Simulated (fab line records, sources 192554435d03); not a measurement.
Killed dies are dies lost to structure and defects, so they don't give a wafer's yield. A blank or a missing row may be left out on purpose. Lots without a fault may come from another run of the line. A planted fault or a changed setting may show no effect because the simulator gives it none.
One fault seen from 3 desks | flow n5_finfet | each desk has only its own numbers; what lay behind them comes last

THE DEFECT DESK
What the inspections along the route counted, lot by lot: means of the sampled wafers that have a number. A lot is out of limits, marked OUT, if its mean lies more than 4 standard deviations from the usual mean; the brackets give that distance.
Columns: A = raw_defect_count at N5_BEOL_M11_INSPECT_30, usual 419
lot  | first seen here | A
L242 | day 10 23:04    | 431
L243 | day 12 01:12    | 328
L246 | day 12 21:39    | 469
L248 | day 13 00:40    | 305
L251 | day 14 00:10    | 620
L258 | day 15 18:38    | 435
This desk's finding: nothing out of limits on any of the 6 lots.

THE METROLOGY DESK
What the gauges read, lot by lot, whatever tool the lot ran on: means of the sampled wafers that have a number. A lot is out of limits, marked OUT, if its mean lies more than 4 standard deviations from the usual mean; the brackets give that distance.
Columns: A = cd_nm at N5_BEOL_M11_CD_MEAS_28, usual 69.4 nm; B = V10_OVL at N5_BEOL_M11_OVL_MEAS_29, usual 0.2 nm
lot  | first seen here | A    | B
L242 | day 10 23:01    | 68.6 | 0.4
L243 | day 12 01:08    | 68.8 | -0.3
L246 | day 12 21:36    | 71.0 | 1.1
L248 | day 13 00:37    | 70.9 | 0.3
L251 | day 14 00:07    | 70.5 | -1.3
L258 | day 15 18:35    | 69.3 | -0.3
This desk's finding: nothing out of limits on any of the 6 lots.

THE TOOL OWNER'S DESK: rie_diel-02
The tool's own readings at N5_BEOL_M11_VIA_ETCH_34 (etches SiCOH lowk in C4F6/O2, target depth 184.5 nm, time 69.2 s): means of the sampled wafers that have a number, for each lot that ran on this tool. A lot is out of limits, marked OUT, if its mean lies more than 4 standard deviations from the usual mean; the brackets give that distance.
Columns: A = drypump_motor_current_A at N5_BEOL_M11_VIA_ETCH_34, usual 5.8 A; B = oes_product_au at N5_BEOL_M11_VIA_ETCH_34, usual 0.76 a.u.; C = rf_vpp_V at N5_BEOL_M11_VIA_ETCH_34, usual 664 V; D = run_length_s at N5_BEOL_M11_VIA_ETCH_34, usual 92.6 s; E = showerhead_plenum_p_Torr at N5_BEOL_M11_VIA_ETCH_34, usual 2.84 Torr; F = throttle_valve_pct at N5_BEOL_M11_VIA_ETCH_34, usual 20.97 %
lot  | first seen here | A   | B    | C   | D               | E    | F
L242 | day 10 23:38    | 6.0 | 0.70 | 667 | 92.6            | 2.85 | 20.96
L243 | day 12 02:01    | 6.1 | 0.71 | 664 | 92.4            | 2.83 | 21.03
L246 | day 12 22:23    | 6.2 | 0.72 | 666 | 96.2 (+11) OUT  | 2.86 | 21.12
L251 | day 14 00:26    | 5.9 | 0.72 | 671 | 95.3 (+8.3) OUT | 2.76 | 21.23
This desk's finding: out of limits on L246, L251; first on L246, day 12 22:23 (run_length_s at N5_BEOL_M11_VIA_ETCH_34). In limits: L242, L243.

PUT TOGETHER
The tool owner's desk could have raised an alarm at day 12 22:23, on L246, L251.
The defect desk saw nothing out of limits.
The metrology desk saw nothing out of limits.
The defect desk has L246, L251 on record, within its limits.
The metrology desk has L246, L251 on record, within its limits.
Of the lots named, all ran N5_BEOL_M11_VIA_ETCH_34 on rie_diel-02.

WHAT THE SIMULATOR HAD PUT IN
Process parameter drift: rie_diel-02, from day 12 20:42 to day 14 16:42, at N5_BEOL_M11_VIA_ETCH_34. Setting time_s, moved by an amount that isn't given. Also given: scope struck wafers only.
Lots struck among those shown: L246, L251.
Hours from the fault's start to each desk's first reading out of limits: the tool owner's desk, 2.
